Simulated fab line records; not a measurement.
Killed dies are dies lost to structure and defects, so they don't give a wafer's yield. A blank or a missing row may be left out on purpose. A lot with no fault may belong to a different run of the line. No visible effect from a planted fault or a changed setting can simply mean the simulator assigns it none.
fab line records	flow n5-finfet
record: lots: 7	wafers: 21
route steps=1938 shown HKMG_FIN@402 GATE_CUT@480 MOL_CONTACT_COAG@535 BEOL_M0_SAQP@636 BEOL_M0_CUTY@702
start-h: start of the lot's first displayed wafer, in hours after the record's first day	wait-h: how many hours have passed since the lot's step before this one	" unchanged from the row above	L1.1+2: one row covering several wafers at once	- no value, or no start given	* or withheld: withheld	< > ~ a bound
route shown NAME@n: NAME is a module with steps in the file, n the number in the route of the first one	usual: average and standard deviation across the fault-free wafers	same: alike in all rows	chamber/n: place in a boat	sites: each site's reading	_std_site: standard deviation of those values	_edge_site: mean of outer sites minus mean of inner sites	radius-mm: for every site, how far away it sits from the centre of the wafer	mask NAME#n: copy n	behind: tool/chamber where the wafer was last shaped	hold: reason for holding the lot/hours on hold/outcome of the hold	device: the n, p or np transistor that did not switch	end of line: the tests these same wafers got at the end of their route	a step without rows: its recipe alone	killed: at the first sort, the dies lost to defects and structure; wafer yield is something else	map: dies across one wafer; x = killed, . = not, _ = none there
set.NAME: the setting that was run; set.NAME@STEP: the one run at that earlier step	model.NAME: the simulator's own value behind a step, which no gauge read
lots with deliberately changed settings; one table per step, one row per wafer
== steps ==
step: N5_HKMG_FIN_ETCH_54
recipe: chemistry: CF4	target: SiARC	target-depth-a: 455	mask-material: CAR-ArF	time-s: 75.8	ion-energy-ev: 80	pressure-mtorr: 40	source-w: 545	bias-w: 36	Ar_flow_sccm: 100	cf4-flow-sccm: 100	ends: cleared
usual: rf-vpp-V: 184.2/1.2
lot.wafer	tool	chamber	start-h	wait-h	set.bias-w	set.time-s@HKMG_FIN_DESCUM_53	rf-vpp-V	model.CAR-ArF_of_HKMG_FIN_COAT_43.thk-nm
L074.2	rie-diel-01	3	72.06	0.0	36	7.9	185.0	51.4
L074.5	"	2	"	"	36	7.9	183.8	51
L074.6	"	3	"	"	33.42	7.9	176.4	51
L082.1	rie-diel-05	1	121.19	0.0	29.87	7.274	162.7	51.2
L082.3	"	2	"	"	36	7.9	183.7	50.4
L082.5	"	3	"	"	36	7.274	183.2	51.2
L089.2	rie-diel-05	1	161.94	0.0	31.11	7.9	167.0	51.2
L089.3	"	3	"	"	36	8.424	185.2	50.8
L089.5	"	3	"	"	36	7.9	183.3	51.2
L090.3	rie-diel-05	0	170.11	0.0	33.73	9.333	177.1	49.4
L090.5	"	1	"	"	36	7.9	183.5	50.4
L090.6	"	0	"	"	33.73	9.333	175.6	49.2
L093.1	rie-diel-03	0	187.98	0.0	31.54	8.454	168.3	50.4
L093.4	"	1	"	"	36	8.454	185.0	50.2
L093.6	"	2	"	"	31.54	8.454	170.4	49.8
L094.1	rie-diel-05	0	195.48	0.0	36	7.9	184.2	50.8
L094.3	"	1	"	"	34.2	7.178	176.9	51
L094.4	"	2	"	"	36	7.9	184.3	50.6
L097.1	rie-diel-05	3	215.05	0.0	36	7.9	184.3	50.8
L097.3	"	1	"	"	36	7.9	182.9	50.8
L097.4	"	2	"	"	36	7.9	183.6	50.8
step: N5_GATE_CUT_COAT_27
recipe: resist: underlayer	temp-c: 205	time-s: 60	spin-rpm: 1500	resist-thk-nm: 10
lot.wafer	tool	chamber	start-h	wait-h	set.spin-rpm	model.underlayer_of_GATE_CUT_COAT_27.thk-nm
L074.2	litho-track-01	0	-	-	1416	10.4
L074.5+6	"	0	"	"	1500	10
L082.1+3	litho-track-02	0	-	-	1500	10
L082.5	"	0	"	"	1411	10.4
L089.2+3	litho-track-02	0	-	-	1611	9.6
L089.5	"	0	"	"	1500	10
L090.3+6	litho-track-01	0	-	-	1500	10
L090.5	"	0	"	"	1367	10.6
L093.1	litho-track-02	0	-	-	1378	10.4
L093.4+6	"	0	"	"	1500	10
L094.1+3	litho-track-02	0	-	-	1500	10
L094.4	"	0	"	"	1364	10.6
L097.1+3+4	litho-track-01	0	-	-	1500	10
step: N5_GATE_CUT_EXPOSE_10
recipe: mask-id: GATE_CUT	na: 0.33	source-shape: annular	sigma-inner: 0.35	sigma-outer: 0.8	polarization: unpolarized	target-cd-nm: 20	dose-mj: 43.25
lot.wafer	tool	chamber	start-h	wait-h	mask	set.dose-mj
L074.2	euv-scanner-02	0	83.45	-	GATE_CUT#0	43.25
L074.5+6	"	0	"	"	GATE_CUT#0	40.15
L082.1+3+5	euv-scanner-01	0	133.28	-	GATE_CUT#0	43.25
L089.2	euv-scanner-02	0	173.57	-	GATE_CUT#0	43.25
L089.3+5	"	0	"	"	GATE_CUT#0	45.2
L090.3+5+6	euv-scanner-02	0	181.81	-	GATE_CUT#0	43.25
L093.1+6	euv-scanner-01	0	199.37	-	GATE_CUT#0	41.79
L093.4	"	0	"	"	GATE_CUT#0	43.25
L094.1	euv-scanner-02	0	207.32	-	GATE_CUT#0	45.94
L094.3+4	"	0	"	"	GATE_CUT#0	43.25
L097.1+3+4	euv-scanner-01	0	226.37	-	GATE_CUT#0	43.25
step: N5_GATE_CUT_PEB_11
recipe: peb-temp-c: 100	peb-time-s: 60	resist: CAR-EUV
step: N5_GATE_CUT_DEVELOP_12
recipe: develop-time-s: 30	developer: TMAH	resist: CAR-EUV	rinse-liquid: surfactant-rinse	dry: air-spin	dev-temp-c: 23
step: N5_GATE_CUT_CD_MEAS_13
recipe: target-cd-nm: 20	landing-energy-ev: 500	detector: se-inlens
usual: cd-nm: 19.92/0.27
lot.wafer	tool	chamber	start-h	wait-h	set.dose-mj@GATE_CUT_EXPOSE_10	cd-nm
L074.2	cd-sem-02	0	83.58	-	43.25	20.07
L074.5	"	0	"	"	40.15	17.85
L074.6	"	0	"	"	40.15	18.24
L082.1	cd-sem-01	0	133.41	-	43.25	19.54
L082.3	"	0	"	"	43.25	19.60
L082.5	"	0	"	"	43.25	19.67
L089.2	cd-sem-02	0	173.70	-	43.25	19.55
L089.3	"	0	"	"	45.2	20.70
L089.5	"	0	"	"	45.2	20.97
L090.3	cd-sem-01	0	181.93	-	43.25	19.88
L090.5	"	0	"	"	43.25	20.27
L090.6	"	0	"	"	43.25	19.82
L093.1	cd-sem-01	0	199.50	-	41.79	18.85
L093.4	"	0	"	"	43.25	19.76
L093.6	"	0	"	"	41.79	19.03
L094.1	cd-sem-01	0	207.45	-	45.94	21.22
L094.3	"	0	"	"	43.25	19.88
L094.4	"	0	"	"	43.25	19.90
L097.1	cd-sem-02	0	226.50	-	43.25	20.12
L097.3	"	0	"	"	43.25	19.79
L097.4	"	0	"	"	43.25	20.15
step: N5_GATE_CUT_DESCUM_18
recipe: chemistry: O2	time-s: 7	source-power-w: 50	bias-power-w: 20	pressure-mtorr: 20	rf-frequency-hz: 2.712e+07	temp-c: 40	resist: CAR-EUV	o2-flow-sccm: 225
lot.wafer	tool	chamber	start-h	wait-h	set.dose-mj@GATE_CUT_EXPOSE_10	model.GATE_CUT.cd-nm
L074.2	rie-diel-02	2	83.70	0.0	43.25	19.6
L074.5+6	"	1,0	"	"	40.15	18.2
L082.1+3+5	rie-diel-04	1,3,2	133.54	0.0	43.25	19.8
L089.2	rie-diel-04	1	173.82	0.0	43.25	20
L089.3	"	2	"	"	45.2	20.4
L089.5	"	3	"	"	45.2	21
L090.3+5	rie-diel-04	3,0	182.05	0.0	43.25	20.2
L090.6	"	3	"	"	43.25	20
L093.1+6	rie-diel-04	1,2	199.78	0.2	41.79	19.2
L093.4	"	2	"	"	43.25	19.8
L094.1	rie-diel-02	3	207.57	0.0	45.94	21
L094.3+4	"	2,0	"	"	43.25	20
L097.1+4	rie-diel-02	2,3	226.63	0.0	43.25	19.8
L097.3	"	1	"	"	43.25	20
step: N5_GATE_CUT_ETCH_28
recipe: chemistry: N2/H2	target: underlayer	target-depth-a: 130	mask-material: CAR-EUV	time-s: 10.4	ion-energy-ev: 200	pressure-mtorr: 30	source-w: 840	bias-w: 150	n2-flow-sccm: 200	h2-flow-sccm: 200	ends: cleared
lot.wafer	tool	chamber	start-h	wait-h	set.spin-rpm@GATE_CUT_COAT_27	set.dose-mj@GATE_CUT_EXPOSE_10	model.GATE_CUT.cd-nm	model.etch.depth-nm
L074.2	rie-diel-02	2	83.74	0.0	1416	43.25	19.8	10.3
L074.5	"	1	"	"	1500	40.15	18.2	9.999
L074.6	"	0	"	"	1500	40.15	18.2	9.992
L082.1	rie-diel-04	1	133.57	0.0	1500	43.25	19.8	9.995
L082.3	"	3	"	"	1500	43.25	19.8	10
L082.5	"	2	"	"	1411	43.25	19.6	10.34
L089.2	rie-diel-04	1	173.86	0.0	1611	43.25	20	9.612
L089.3	"	2	"	"	1611	45.2	20.2	9.611
L089.5	"	3	"	"	1500	45.2	21	9.949
L090.3	rie-diel-04	3	182.09	0.0	1500	43.25	20.2	10.01
L090.5	"	0	"	"	1367	43.25	20	10.52
L090.6	"	3	"	"	1500	43.25	19.8	10.01
L093.1	rie-diel-04	1	199.82	0.0	1378	41.79	19.2	10.42
L093.4	"	2	"	"	1500	43.25	19.6	9.993
L093.6	"	2	"	"	1500	41.79	19	10
L094.1	rie-diel-02	3	207.61	0.0	1500	45.94	20.8	10.03
L094.3	"	2	"	"	1500	43.25	20	10.04
L094.4	"	0	"	"	1364	43.25	20	10.5
L097.1	rie-diel-02	2	226.66	0.0	1500	43.25	19.8	9.982
L097.3	"	1	"	"	1500	43.25	20	10
L097.4	"	3	"	"	1500	43.25	19.8	10
step: N5_GATE_CUT_ETCH_36
recipe: chemistry: CF4	target: SiARC	target-depth-a: 130	mask-material: CAR-EUV	time-s: 21.7	ion-energy-ev: 80	pressure-mtorr: 40	source-w: 545	bias-w: 36	Ar_flow_sccm: 100	cf4-flow-sccm: 100	ends: cleared
step: N5_GATE_CUT_ETCH_37
recipe: chemistry: N2/H2	target: SOC	target-depth-a: 600	overetch-a: 120	mask-material: SiARC	temp-c: 40	time-s: 90	ion-energy-ev: 200	pressure-mtorr: 30	source-w: 840	bias-w: 150	n2-flow-sccm: 200	h2-flow-sccm: 200
lot.wafer	tool	chamber	start-h	wait-h	set.dose-mj@GATE_CUT_EXPOSE_10	model.GATE_CUT.cd-nm
L074.2	rie-diel-02	2	83.78	0.0	43.25	19.6
L074.5	"	1	"	"	40.15	18.2
L074.6	"	0	"	"	40.15	18.4
L082.1	rie-diel-04	1	133.62	0.0	43.25	19.4
L082.3	"	3	"	"	43.25	20
L082.5	"	2	"	"	43.25	19.6
L089.2	rie-diel-04	1	173.90	0.0	43.25	19.4
L089.3	"	2	"	"	45.2	20.4
L089.5	"	3	"	"	45.2	21.2
L090.3	rie-diel-04	3	182.13	0.0	43.25	20
L090.5	"	0	"	"	43.25	20.4
L090.6	"	3	"	"	43.25	19.8
L093.1	rie-diel-04	1	199.86	0.0	41.79	18.8
L093.4	"	2	"	"	43.25	19.8
L093.6	"	2	"	"	41.79	19.2
L094.1	rie-diel-02	3	207.65	0.0	45.94	21.2
L094.3	"	2	"	"	43.25	20
L094.4	"	0	"	"	43.25	20.4
L097.1	rie-diel-02	2	226.71	0.0	43.25	20.2
L097.3	"	1	"	"	43.25	19.8
L097.4	"	3	"	"	43.25	20
step: N5_MOL_CONTACT_COAG_CONTACT_ETCH_14
recipe: chemistry: C4F6/O2	target: SiO2	target-depth-a: 275	overetch-a: 85	mask-material: SOC	pressure-mtorr: 30	source-w: 370	bias-w: 185	Ar_flow_sccm: 300	C4F6_flow_sccm: 16	O2_flow_sccm: 10	time-s: 20	ion-energy-ev: 259.6
lot.wafer	tool	chamber	start-h	wait-h	set.time-s	model.SOC_of_MOL_CONTACT_COAG_COAT_103.thk-nm
L074.2	rie-diel-01	2	87.80	0.0	20	79
L074.5+6	"	0,1	"	"	20	78.8
L082.1+3	rie-diel-03	3,2	137.55	0.0	22.14	78.2
L082.5	"	3	"	"	20	78.6
L089.2+5	rie-diel-01	0	177.96	0.0	20	78.4
L089.3	"	1	"	"	23.28	78
L090.3	rie-diel-01	1	186.02	0.0	20	78.6
L090.5+6	"	1,2	"	"	23.29	78.2
L093.1	rie-diel-01	2	203.75	0.0	20	78.4
L093.4+6	"	1	"	"	15.72	78.8
L094.1+3	rie-diel-03	0,3	211.74	0.0	24.23	77.8
L094.4	"	2	"	"	20	78.2
L097.1+3	rie-diel-03	3,1	230.85	0.0	20	78.8
L097.4	"	2	"	"	20	79
step: N5_MOL_CONTACT_COAG_EXPOSE_81
recipe: mask-id: VG	na: 0.33	source-shape: annular	sigma-inner: 0.3	sigma-outer: 0.7	polarization: unpolarized	defocus-nm: 0	dose-mj: 59.5
lot.wafer	tool	chamber	start-h	wait-h	mask	set.dose-mj
L074.2+5	euv-scanner-02	0	96.86	-	VG#0	59.5
L074.6	"	0	"	"	VG#0	62.33
L082.1+5	euv-scanner-02	0	152.74	-	VG#0	59.5
L082.3	"	0	"	"	VG#0	55.5
L089.2+3+5	euv-scanner-02	0	189.28	-	VG#0	59.5
L090.3+5+6	euv-scanner-01	0	196.55	-	VG#0	56.67
L093.1+4+6	euv-scanner-02	0	215.24	-	VG#0	59.5
L094.1	euv-scanner-02	0	220.51	-	VG#0	59.5
L094.3+4	"	0	"	"	VG#0	55.07
L097.1+3+4	euv-scanner-02	0	240.49	-	VG#0	59.5
step: N5_MOL_CONTACT_COAG_PEB_82
recipe: peb-temp-c: 100	peb-time-s: 60	resist: CAR-EUV
step: N5_MOL_CONTACT_COAG_DEVELOP_83
recipe: develop-time-s: 30	developer: TMAH	resist: CAR-EUV	rinse-liquid: surfactant-rinse	dry: air-spin	dev-temp-c: 23
step: N5_MOL_CONTACT_COAG_CD_MEAS_84
recipe: target-cd-nm: 25.1	landing-energy-ev: 500	detector: se-inlens	polarity: opening
usual: cd-nm: 25.08/0.25
lot.wafer	tool	chamber	start-h	wait-h	set.dose-mj@MOL_CONTACT_COAG_EXPOSE_81	cd-nm
L074.2	cd-sem-01	0	97.00	-	59.5	24.93
L074.5	"	0	"	"	59.5	25.25
L074.6	"	0	"	"	62.33	26.02
L082.1	cd-sem-01	0	152.89	-	59.5	25.15
L082.3	"	0	"	"	55.5	24.05
L082.5	"	0	"	"	59.5	25.04
L089.2	cd-sem-01	0	189.42	-	59.5	25.22
L089.3	"	0	"	"	59.5	25.20
L089.5	"	0	"	"	59.5	25.12
L090.3	cd-sem-03	0	196.67	-	56.67	23.74
L090.5	"	0	"	"	56.67	24.18
L090.6	"	0	"	"	56.67	24.02
L093.1	cd-sem-03	0	215.38	-	59.5	25.20
L093.4	"	0	"	"	59.5	24.90
L093.6	"	0	"	"	59.5	25.23
L094.1	cd-sem-03	0	220.65	-	59.5	24.97
L094.3	"	0	"	"	55.07	23.55
L094.4	"	0	"	"	55.07	23.09
L097.1	cd-sem-01	0	240.63	-	59.5	25.07
L097.3	"	0	"	"	59.5	25.50
L097.4	"	0	"	"	59.5	25.18
step: N5_MOL_CONTACT_COAG_ETCH_91
recipe: chemistry: N2/H2	target: SOC	target-depth-a: 600	overetch-a: 210	mask-material: SiARC	temp-c: 40	time-s: 101.2	ion-energy-ev: 200	pressure-mtorr: 30	source-w: 840	bias-w: 150	n2-flow-sccm: 200	h2-flow-sccm: 200
lot.wafer	tool	chamber	start-h	wait-h	set.time-s	model.SiARC_of_MOL_CONTACT_COAG_COAT_76.thk-nm
L074.2+5	rie-diel-05	1	97.46	0.0	101.2	5.6
L074.6	"	0	"	"	101.2	5.8
L082.1	rie-diel-01	2	153.61	0.0	101.2	6
L082.3	"	1	"	"	113.9	5.4
L082.5	"	3	"	"	113.9	5.2
L089.2	rie-diel-05	1	190.21	0.0	101.2	5.6
L089.3	"	3	"	"	123.5	4.8
L089.5	"	1	"	"	123.5	4.6
L090.3+6	rie-diel-03	3	197.42	0.0	101.2	6
L090.5	"	2	"	"	101.2	5.4
L093.1	rie-diel-01	0	216.37	0.0	107	5.8
L093.4	"	2	"	"	107	5.6
L093.6	"	2	"	"	101.2	5.8
L094.1	rie-diel-03	1	221.15	0.0	101.2	5.6
L094.3	"	0	"	"	81.51	6.8
L094.4	"	2	"	"	81.51	6.4
L097.1+4	rie-diel-05	2,0	241.54	0.0	101.2	5.8
L097.3	"	1	"	"	101.2	5.6
step: N5_BEOL_M0_SAQP_PECVD_96
recipe: material: a-Si	target-thk-a: 450	temp-c: 350	precursor: SiH4/He	pressure-torr: 3	rf-w: 100	time-s: 45.2
lot.wafer	tool	chamber	start-h	wait-h	set.time-s
L074.2+5	pecvd-03	0	104.93	0.0	45.2
L074.6	"	2	"	"	49.44
L082.1+5	pecvd-02	1	162.42	0.0	41.25
L082.3	"	2	"	"	45.2
L089.2+3	pecvd-02	2,0	200.44	0.0	48.58
L089.5	"	0	"	"	45.2
L090.3	pecvd-01	1	204.49	0.0	50.36
L090.5+6	"	2,0	"	"	45.2
L093.1+4	pecvd-02	0	224.10	0.0	45.2
L093.6	"	1	"	"	48.2
L094.1+3	pecvd-02	0,1	228.03	0.0	41.87
L094.4	"	2	"	"	45.2
L097.1+3+4	pecvd-02	2,1,2	248.50	0.0	45.2
step: N5_BEOL_M0_SAQP_COAT_08
recipe: resist: CAR-ArF	spin-rpm: 1500	resist-thk-nm: 90
lot.wafer	tool	chamber	start-h	wait-h	set.spin-rpm	model.CAR-ArF_of_BEOL_M0_SAQP_COAT_08.thk-nm
L074.2	litho-track-03	0	-	-	1589	87.2
L074.5	"	0	"	"	1589	87
L074.6	"	0	"	"	1500	89.8
L082.1	litho-track-03	0	-	-	1500	90
L082.3	"	0	"	"	1500	89.8
L082.5	"	0	"	"	1334	95.6
L089.2	litho-track-03	0	-	-	1425	92.6
L089.3+5	"	0	"	"	1500	90.2
L090.3	litho-track-03	0	-	-	1500	89.8
L090.5	"	0	"	"	1500	90.2
L090.6	"	0	"	"	1351	94.8
L093.1	litho-track-04	0	-	-	1500	90.2
L093.4	"	0	"	"	1500	89.6
L093.6	"	0	"	"	1500	90
L094.1	litho-track-04	0	-	-	1500	89.8
L094.3	"	0	"	"	1661	85.2
L094.4	"	0	"	"	1500	89.6
L097.1	litho-track-04	0	-	-	1500	90.2
L097.3	"	0	"	"	1500	90
L097.4	"	0	"	"	1500	89.8
step: N5_BEOL_M0_SAQP_EBR_10
recipe: solvent: PGMEA	ebr-width-mm: 1.5
step: N5_BEOL_M0_SAQP_SOFTBAKE_09
recipe: temp-c: 110	time-s: 60	resist: CAR-ArF
step: N5_BEOL_M0_SAQP_ETCH_101
recipe: chemistry: CH3F/O2	target: SiNx	mask-material: SiO2	target-depth-a: 299	time-s: 42.7	pressure-mtorr: 30	source-w: 395	bias-w: 73	Ar_flow_sccm: 150	CH3F_flow_sccm: 30	O2_flow_sccm: 20	ion-energy-ev: 120
step: N5_BEOL_M0_SAQP_ETCH_102
recipe: chemistry: CF4	target: SiO2	target-depth-a: 40	ion-energy-ev: 350	time-s: 4.4	pressure-mtorr: 10	icp-w: 800	bias-w: 400	cf4-flow-sccm: 80
step: N5_BEOL_M0_SAQP_MANDREL_ETCH_103
recipe: chemistry: HBr/Cl2	target: a-Si	target-depth-a: 450	bt-time-s: 10	stop-on: SiCN	mask-material: SiO2	over-etch-frac: 0.8	time-s: 27	pressure-mtorr: 10	icp-w: 800	bias-w: 75	HBr_flow_sccm: 150	Cl2_flow_sccm: 80	ends: end-point
usual: oes-product-au: 0.679/0.012
lot.wafer	tool	chamber	start-h	wait-h	set.time-s@BEOL_M0_SAQP_PECVD_96	oes-product-au
L074.2	rie-si-04	2	107.34	0.0	45.2	0.679
L074.5	"	3	"	"	45.2	0.694
L074.6	"	2	"	"	49.44	0.728
L082.1	rie-si-04	0	165.73	0.0	41.25	0.645
L082.3	"	2	"	"	45.2	0.665
L082.5	"	0	"	"	41.25	0.646
L089.2	rie-si-01	2	203.03	0.0	48.58	0.716
L089.3	"	3	"	"	48.58	0.707
L089.5	"	2	"	"	45.2	0.693
L090.3	rie-si-02	0	207.12	0.0	50.36	0.714
L090.5	"	1	"	"	45.2	0.670
L090.6	"	0	"	"	45.2	0.692
L093.1	rie-si-02	3	226.64	0.0	45.2	0.685
L093.4	"	2	"	"	45.2	0.668
L093.6	"	0	"	"	48.2	0.711
L094.1	rie-si-01	0	233.67	0.0	41.87	0.651
L094.3	"	2	"	"	41.87	0.660
L094.4	"	1	"	"	45.2	0.703
L097.1	rie-si-01	2	251.03	0.0	45.2	0.687
L097.3	"	1	"	"	45.2	0.692
L097.4	"	3	"	"	45.2	0.681
step: N5_BEOL_M0_CUTY_COAT_51
recipe: resist: CAR-ArF-block	spin-rpm: 1500	resist-thk-nm: 150
lot.wafer	tool	chamber	start-h	wait-h	set.spin-rpm	model.CAR-ArF-block_of_BEOL_M0_CUTY_COAT_51.thk-nm
L074.2	litho-track-01	0	-	-	1573	147
L074.5	"	0	"	"	1500	150.6
L074.6	"	0	"	"	1573	147.8
L082.1	litho-track-01	0	-	-	1434	153.4
L082.3	"	0	"	"	1500	150.4
L082.5	"	0	"	"	1500	150.2
L089.2	litho-track-01	0	-	-	1609	145.4
L089.3	"	0	"	"	1500	150.8
L089.5	"	0	"	"	1609	145.8
L090.3+6	litho-track-03	0	-	-	1389	155.8
L090.5	"	0	"	"	1500	150
L093.1	litho-track-03	0	-	-	1354	157.8
L093.4	"	0	"	"	1500	149.2
L093.6	"	0	"	"	1354	157.4
L094.1	litho-track-03	0	-	-	1500	149.6
L094.3	"	0	"	"	1500	150
L094.4	"	0	"	"	1500	149.8
L097.1	litho-track-01	0	-	-	1500	150
L097.3	"	0	"	"	1500	150.6
L097.4	"	0	"	"	1500	150.2
step: N5_BEOL_M0_CUTY_EBR_52
recipe: solvent: PGMEA	ebr-width-mm: 1.5
step: N5_BEOL_M0_CUTY_SOFTBAKE_53
recipe: temp-c: 110	time-s: 60	resist: CAR-ArF-block
step: N5_BEOL_M0_CUTY_EXPOSE_54
recipe: mask-id: M0_ABLK	na: 1.35	source-shape: conventional	sigma-outer: 0.8	polarization: unpolarized	dose-mj: 36
step: N5_BEOL_M0_CUTY_PEB_55
recipe: peb-temp-c: 110	peb-time-s: 60	resist: CAR-ArF-block
step: N5_BEOL_M0_CUTY_DEVELOP_56
recipe: develop-time-s: 30	developer: TMAH	resist: CAR-ArF-block	rinse-liquid: diw	dry: air-spin	dev-temp-c: 23
lot.wafer	tool	chamber	start-h	wait-h	set.spin-rpm@BEOL_M0_CUTY_COAT_51	model.CAR-ArF-block_of_BEOL_M0_CUTY_COAT_51.thk-nm
L074.2	litho-track-01	0	-	-	1573	145.2
L074.5	"	0	"	"	1500	148.8
L074.6	"	0	"	"	1573	146
L082.1	litho-track-01	0	-	-	1434	151.6
L082.3+5	"	0	"	"	1500	148.6
L089.2	litho-track-03	0	-	-	1609	143.6
L089.3	"	0	"	"	1500	149.2
L089.5	"	0	"	"	1609	144.2
L090.3	litho-track-03	0	-	-	1389	154
L090.5	"	0	"	"	1500	148.4
L090.6	"	0	"	"	1389	154.2
L093.1	litho-track-05	0	-	-	1354	156
L093.4	"	0	"	"	1500	147.6
L093.6	"	0	"	"	1354	155.6
L094.1	litho-track-03	0	-	-	1500	148
L094.3+4	"	0	"	"	1500	148.2
L097.1+4	litho-track-05	0	-	-	1500	148.4
L097.3	"	0	"	"	1500	148.8
== key ==
split: step: N5_HKMG_FIN_ETCH_54	setting: bias-w	stated: 36	by: wafer
response: step: N5_HKMG_FIN_ETCH_54	reading: rf-vpp-V	change: +1.24	per: 1%	r: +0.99
split: step: N5_GATE_CUT_COAT_27	setting: spin-rpm	stated: 1500	by: wafer
response: step: N5_GATE_CUT_COAT_27	reading: model.underlayer_of_GATE_CUT_COAT_27.thk-nm	change: -0.062	per: 1%	r: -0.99
response: step: N5_GATE_CUT_ETCH_28	reading: model.etch.depth-nm	change: -0.0532	per: 1%	r: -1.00
split: step: N5_GATE_CUT_EXPOSE_10	setting: dose-mj	stated: 43.25	by: wafer
response: step: N5_GATE_CUT_CD_MEAS_13	reading: cd-nm	change: +0.257	per: 1%	r: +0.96
response: step: N5_GATE_CUT_DESCUM_18	reading: model.GATE_CUT.cd-nm	change: +0.176	per: 1%	r: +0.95
response: step: N5_GATE_CUT_ETCH_28	reading: model.GATE_CUT.cd-nm	change: +0.171	per: 1%	r: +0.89
response: step: N5_GATE_CUT_ETCH_37	reading: model.GATE_CUT.cd-nm	change: +0.202	per: 1%	r: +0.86
split: step: N5_MOL_CONTACT_COAG_CONTACT_ETCH_14	setting: time-s	stated: 20	by: wafer
response: step: N5_MOL_CONTACT_COAG_CONTACT_ETCH_14	reading: model.SOC_of_MOL_CONTACT_COAG_COAT_103.thk-nm	change: -0.0221	per: 1%	r: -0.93
split: step: N5_MOL_CONTACT_COAG_EXPOSE_81	setting: dose-mj	stated: 59.5	by: wafer
response: step: N5_MOL_CONTACT_COAG_CD_MEAS_84	reading: cd-nm	change: +0.193	per: 1%	r: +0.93
split: step: N5_MOL_CONTACT_COAG_ETCH_91	setting: time-s	stated: 101.2	by: wafer
response: step: N5_MOL_CONTACT_COAG_ETCH_91	reading: model.SiARC_of_MOL_CONTACT_COAG_COAT_76.thk-nm	change: -0.0461	per: 1%	r: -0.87
split: step: N5_BEOL_M0_SAQP_PECVD_96	setting: time-s	stated: 45.2	by: wafer
response: step: N5_BEOL_M0_SAQP_MANDREL_ETCH_103	reading: oes-product-au	change: +0.00369	per: 1%	r: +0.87
split: step: N5_BEOL_M0_SAQP_COAT_08	setting: spin-rpm	stated: 1500	by: wafer
response: step: N5_BEOL_M0_SAQP_COAT_08	reading: model.CAR-ArF_of_BEOL_M0_SAQP_COAT_08.thk-nm	change: -0.472	per: 1%	r: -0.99
split: step: N5_BEOL_M0_CUTY_COAT_51	setting: spin-rpm	stated: 1500	by: wafer
response: step: N5_BEOL_M0_CUTY_COAT_51	reading: model.CAR-ArF-block_of_BEOL_M0_CUTY_COAT_51.thk-nm	change: -0.781	per: 1%	r: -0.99
response: step: N5_BEOL_M0_CUTY_DEVELOP_56	reading: model.CAR-ArF-block_of_BEOL_M0_CUTY_COAT_51.thk-nm	change: -0.771	per: 1%	r: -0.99
split outside-this-file step=N5_HKMG_FIN_DESCUM_53 setting=time-s
split outside-this-file: this setting was split too, and the file shows its column; the key of that split is in another file
